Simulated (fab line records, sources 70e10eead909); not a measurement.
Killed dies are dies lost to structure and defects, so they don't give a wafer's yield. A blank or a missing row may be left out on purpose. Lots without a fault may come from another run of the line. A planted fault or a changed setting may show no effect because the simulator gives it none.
fab line records | flow nand_harc | part 2 of 2: steps 22 to 28 of 28
record lots=5 wafers=15 last_day=33
route steps=1302 shown A_CHANNEL_HOLE_D1@453
lots that met no fault: from a run of the same line without faults
start_h: hours from the record's first day to the start of the lot's first wafer shown | wait_h: hours since the lot's step before | " the same as in the row above | L1.1+2: a row that stands for several wafers | - no value, or no start given | * or withheld: withheld | < > ~ a bound
route shown NAME@n: a module of which the file shows steps, and the number in the route of the first | usual: mean/standard deviation of fault-free wafers | same: alike in all rows | chamber/n: place in a boat | sites: the reading at each site | _std_site: their standard deviation | _edge_site: outer sites' mean less inner sites' | radius_mm: how far each site lies from the wafer's centre | mask NAME#n: copy n | behind: the tool/chamber that last shaped the wafer | hold: why the lot was held/for how many hours/how that ended | device: the transistor (n, p or np) that didn't switch | end of line: the same wafers' tests at the end of the route | a step without rows: its recipe alone | killed: dies lost to structure and defects at the first sort, not the wafer's yield | map: a wafer's dies, x killed, . not, _ none there
set.NAME: the setting as run; set.NAME@STEP: as run at that earlier step | model.NAME: the simulator's own value behind a step, which no gauge read
lots at some steps of the route; a table a step, a row a wafer
services: from which hour (start_h, from the record's first day; less than 0 if before it) a tool's chamber was out of use, for how many hours, and why
## steps
# step NHARC_A_CHANNEL_HOLE_D1_ETCH_22
# recipe bias_v=3000 source_w=withheld pressure_mtorr=20 time_s=666.7 ar_flow_sccm=375 c4f8_flow_sccm=89.3 o2_flow_sccm=35.7 temp_c=-20 target_depth_a=16000 chemistry=C4F8/O2/Ar
# usual drypump_motor_current_A=5.59/0.12 showerhead_plenum_p_Torr=3.66/0.075 throttle_valve_pct=32.155/0.0087
# same time_s=666.7
# columns lot.wafer tool chamber start_h wait_h drypump_motor_current_A rf_hours_counter_h showerhead_plenum_p_Torr throttle_valve_pct
L076.1 har_etch-01 0 193.32 0.4 5.69 92 3.62 32.160
L076.3 " 1 " " 5.45 - 3.73 32.137
L076.4 " 0 " " 5.70 - 3.62 32.144
L086.2 har_etch-01 0 295.89 0.4 5.77 153 3.59 32.146
L086.3 " 1 " " 5.47 - 3.70 32.150
L086.5 " 1 " " 5.47 - 3.70 32.156
L094.2 har_etch-01 1 377.78 0.4 5.46 199 3.67 32.168
L094.1 " 0 " " 5.74 199 3.57 32.149
L094.4 " 1 " " 5.49 - 3.67 32.155
L097.3 har_etch-01 0 410.90 0.4 5.69 - 3.55 32.157
L097.4 " 1 " " 5.47 - 3.66 32.169
L097.5 " 1 " " 5.47 - 3.66 32.152
L096.3 har_etch-02 0 413.63 0.4 5.60 - 3.63 32.145
L096.4 " 1 " " 5.46 - 3.93 32.139
L096.6 " 1 " " 5.47 - 3.93 32.165
# step NHARC_A_CHANNEL_HOLE_D1_ETCH_23
# recipe bias_v=5000 source_w=withheld pressure_mtorr=20 time_s=819 ar_flow_sccm=375 c4f8_flow_sccm=89.3 o2_flow_sccm=35.7 temp_c=-20 target_depth_a=16000 chemistry=C4F8/O2/Ar
# usual drypump_motor_current_A=5.58/0.12 showerhead_plenum_p_Torr=3.66/0.075 throttle_valve_pct=32.155/0.0095
# same time_s=819
# columns lot.wafer tool chamber start_h wait_h drypump_motor_current_A rf_hours_counter_h showerhead_plenum_p_Torr throttle_valve_pct
L076.1 har_etch-01 0 193.92 0.5 5.74 93 3.62 32.164
L076.3 " 1 " " 5.47 - 3.73 32.169
L076.4 " 0 " " 5.73 - 3.62 32.173
L086.2 har_etch-01 0 296.48 0.5 5.76 154 3.59 32.153
L086.3 " 1 " " 5.45 - 3.70 32.163
L086.5 " 1 " " 5.44 - 3.70 32.164
L094.2 har_etch-01 1 378.35 0.5 5.51 200 3.67 32.152
L094.1 " 0 " " 5.75 200 3.57 32.166
L094.4 " 1 " " 5.46 - 3.67 32.139
L097.3 har_etch-01 0 411.51 0.5 5.75 - 3.55 32.154
L097.4 " 1 " " 5.47 - 3.66 32.151
L097.5 " 1 " " 5.45 - 3.66 32.155
L096.3 har_etch-02 0 414.23 0.5 5.60 - 3.63 32.154
L096.4 " 1 " " 5.49 - 3.93 32.156
L096.6 " 1 " " 5.48 - 3.93 32.155
# step NHARC_A_CHANNEL_HOLE_D1_ETCH_24
# recipe bias_v=5000 source_w=withheld pressure_mtorr=20 time_s=906.2 ar_flow_sccm=375 c4f8_flow_sccm=93.8 o2_flow_sccm=31.2 temp_c=-20 target_depth_a=15000 chemistry=C4F8/O2/Ar
# usual drypump_motor_current_A=5.59/0.12 showerhead_plenum_p_Torr=3.65/0.075 throttle_valve_pct=32.235/0.0092
# same time_s=906.2
# columns lot.wafer tool chamber start_h wait_h drypump_motor_current_A rf_hours_counter_h showerhead_plenum_p_Torr throttle_valve_pct
L076.1 har_etch-01 0 194.62 0.6 5.74 94 3.62 32.227
L076.3 " 1 " " 5.48 - 3.72 32.242
L076.4 " 0 " " 5.75 - 3.62 32.227
L086.2 har_etch-01 0 297.18 0.6 5.76 154 3.58 32.232
L086.3 " 1 " " 5.46 - 3.69 32.236
L086.5 " 1 " " 5.47 - 3.69 32.228
L094.2 har_etch-01 1 379.04 0.6 5.46 201 3.67 32.240
L094.1 " 0 " " 5.70 201 3.56 32.236
L094.4 " 1 " " 5.46 - 3.67 32.245
L097.3 har_etch-01 0 412.23 0.6 5.73 - 3.55 32.241
L097.4 " 1 " " 5.46 - 3.65 32.239
L097.5 " 1 " " 5.45 - 3.65 32.233
L096.3 har_etch-02 0 414.94 0.6 5.61 - 3.63 32.241
L096.4 " 1 " " 5.48 - 3.92 32.237
L096.6 " 1 " " 5.51 - 3.92 32.234
# step NHARC_A_CHANNEL_HOLE_D1_ETCH_25
# recipe bias_v=5000 source_w=withheld pressure_mtorr=20 time_s=1040.2 ar_flow_sccm=375 c4f8_flow_sccm=93.8 o2_flow_sccm=31.2 temp_c=-20 target_depth_a=15000 chemistry=C4F8/O2/Ar
# usual drypump_motor_current_A=5.59/0.12 showerhead_plenum_p_Torr=3.65/0.075 throttle_valve_pct=32.235/0.0088
# same time_s=1040.2
# columns lot.wafer tool chamber start_h wait_h drypump_motor_current_A rf_hours_counter_h showerhead_plenum_p_Torr throttle_valve_pct
L076.1 har_etch-01 0 195.41 0.7 5.76 94 3.62 32.221
L076.3 " 1 " " 5.44 - 3.72 32.249
L076.4 " 0 " " 5.76 - 3.62 32.252
L086.2 har_etch-01 0 297.97 0.7 5.71 155 3.58 32.232
L086.3 " 1 " " 5.46 - 3.69 32.228
L086.5 " 1 " " 5.46 - 3.69 32.237
L094.2 har_etch-01 1 379.80 0.6 5.45 201 3.67 32.241
L094.1 " 0 " " 5.76 201 3.56 32.232
L094.4 " 1 " " 5.43 - 3.67 32.233
L097.3 har_etch-01 0 413.04 0.7 5.75 - 3.55 32.236
L097.4 " 1 " " 5.46 - 3.65 32.245
L097.5 " 1 " " 5.47 - 3.65 32.250
L096.3 har_etch-02 0 415.75 0.7 5.63 - 3.63 32.245
L096.4 " 1 " " 5.47 - 3.92 32.233
L096.6 " 1 " " 5.50 - 3.92 32.239
# step NHARC_A_CHANNEL_HOLE_D1_ETCH_26
# recipe bias_v=300 source_w=2000 pressure_mtorr=30 time_s=224.1 ar_flow_sccm=375 c4f8_flow_sccm=11.4 o2_flow_sccm=113.6 temp_c=-20 target_depth_a=3000 chemistry=C4F8/O2/Ar
# usual drypump_motor_current_A=5.59/0.12 showerhead_plenum_p_Torr=3.70/0.079 throttle_valve_pct=24.583/0.0099
# same time_s=224.1
# columns lot.wafer tool chamber start_h wait_h drypump_motor_current_A rf_hours_counter_h showerhead_plenum_p_Torr throttle_valve_pct
L076.1 har_etch-01 0 196.18 0.6 5.74 95 3.66 24.588
L076.3 " 1 " " 5.49 - 3.78 24.582
L076.4 " 0 " " 5.76 - 3.66 24.579
L086.2 har_etch-01 0 298.74 0.6 5.74 156 3.63 24.593
L086.3 " 1 " " 5.48 - 3.74 24.570
L086.5 " 1 " " 5.48 - 3.74 24.580
L094.2 har_etch-01 1 380.68 0.7 5.44 202 3.71 24.573
L094.1 " 0 " " 5.74 202 3.60 24.572
L094.4 " 1 " " 5.47 - 3.71 24.573
L097.3 har_etch-01 0 413.70 0.5 5.78 - 3.59 24.580
L097.4 " 1 " " 5.47 - 3.70 24.580
L097.5 " 1 " " 5.46 - 3.70 24.586
L096.3 har_etch-02 0 416.41 0.5 5.60 - 3.67 24.587
L096.4 " 1 " " 5.50 - 3.98 24.580
L096.6 " 1 " " 5.49 - 3.98 24.572
# step NHARC_A_CHANNEL_HOLE_D1_ETCH_33
# recipe bias_v=400 source_w=2000 pressure_mtorr=25 time_s=90 ar_flow_sccm=375 c4f8_flow_sccm=41.7 o2_flow_sccm=83.3 temp_c=-20 target_depth_a=4000 chemistry=C4F8/O2/Ar
# usual drypump_motor_current_A=5.58/0.13 showerhead_plenum_p_Torr=3.69/0.078 throttle_valve_pct=27.619/0.0082
# same time_s=90
# columns lot.wafer tool chamber start_h wait_h drypump_motor_current_A rf_hours_counter_h showerhead_plenum_p_Torr throttle_valve_pct
L076.1 har_etch-01 0 196.37 0.2 5.70 95 3.66 27.637
L076.3 " 1 " " 5.46 - 3.77 27.616
L076.4 " 0 " " 5.74 - 3.66 27.611
L086.2 har_etch-01 0 298.93 0.2 5.75 156 3.62 27.617
L086.3 " 1 " " 5.46 - 3.73 27.628
L086.5 " 1 " " 5.49 - 3.73 27.618
L094.2 har_etch-01 1 380.88 0.2 5.46 202 3.71 27.615
L094.1 " 0 " " 5.78 202 3.60 27.618
L094.4 " 1 " " 5.48 - 3.71 27.609
L097.3 har_etch-01 0 413.89 0.2 5.70 - 3.58 27.637
L097.4 " 1 " " 5.44 - 3.69 27.624
L097.5 " 1 " " 5.47 - 3.69 27.618
L096.3 har_etch-02 0 416.60 0.2 5.61 - 3.67 27.619
L096.4 " 1 " " 5.47 - 3.97 27.616
L096.6 " 1 " " 5.46 - 3.97 27.623
# step NHARC_A_CHANNEL_HOLE_D1_STRIP_41
# recipe n2_flow_sccm=150 h2_flow_sccm=150 ar_flow_sccm=0 bias_w=0 chemistry=N2/H2
# columns lot.wafer tool chamber start_h wait_h
L076.1+3+4 rie_diel-04 2,0,1 196.87 0.5
L086.2+3+5 rie_diel-04 3,2,0 299.43 0.5
L094.1+4+2 rie_diel-10 2,0,1 381.41 0.5
L097.4+3+5 rie_diel-04 3,1,3 414.36 0.4
L096.4+3+6 rie_diel-10 1,2,0 417.08 0.4
## services
# columns tool chamber start_h hours kind
rie_diel-10 0 172.50 - clean
rie_diel-10 1 172.50 - clean
rie_diel-10 2 172.50 - clean
rie_diel-04 - 177.90 9.0 pm
litho_track-06 - 179.00 7.0 pm
arfi_scanner-03 - 196.00 4.0 pm
litho_track-04 - 203.00 7.0 pm
rie_diel-04 - 237.96 0.3 repair
rie_diel-04 0 238.79 1.2 repair
rie_diel-10 - 242.50 9.0 pm
arfi_scanner-01 - 252.00 4.0 pm
rie_diel-10 - 262.75 0.5 repair
arfi_scanner-03 - 278.46 0.4 repair
arfi_scanner-01 - 284.52 0.3 repair
rie_diel-04 - 298.04 0.3 repair
rie_diel-10 3 313.89 4.2 repair
litho_track-01 - 330.00 7.0 pm
arfi_scanner-03 - 339.69 2.6 repair
litho_track-06 - 354.00 7.0 pm
rie_diel-04 - 354.90 9.0 pm
arfi_scanner-03 - 368.02 4.0 pm
litho_track-04 - 378.00 7.0 pm
har_etch-02 - 379.59 17.0 pm
arfi_scanner-03 - 392.29 1.0 repair
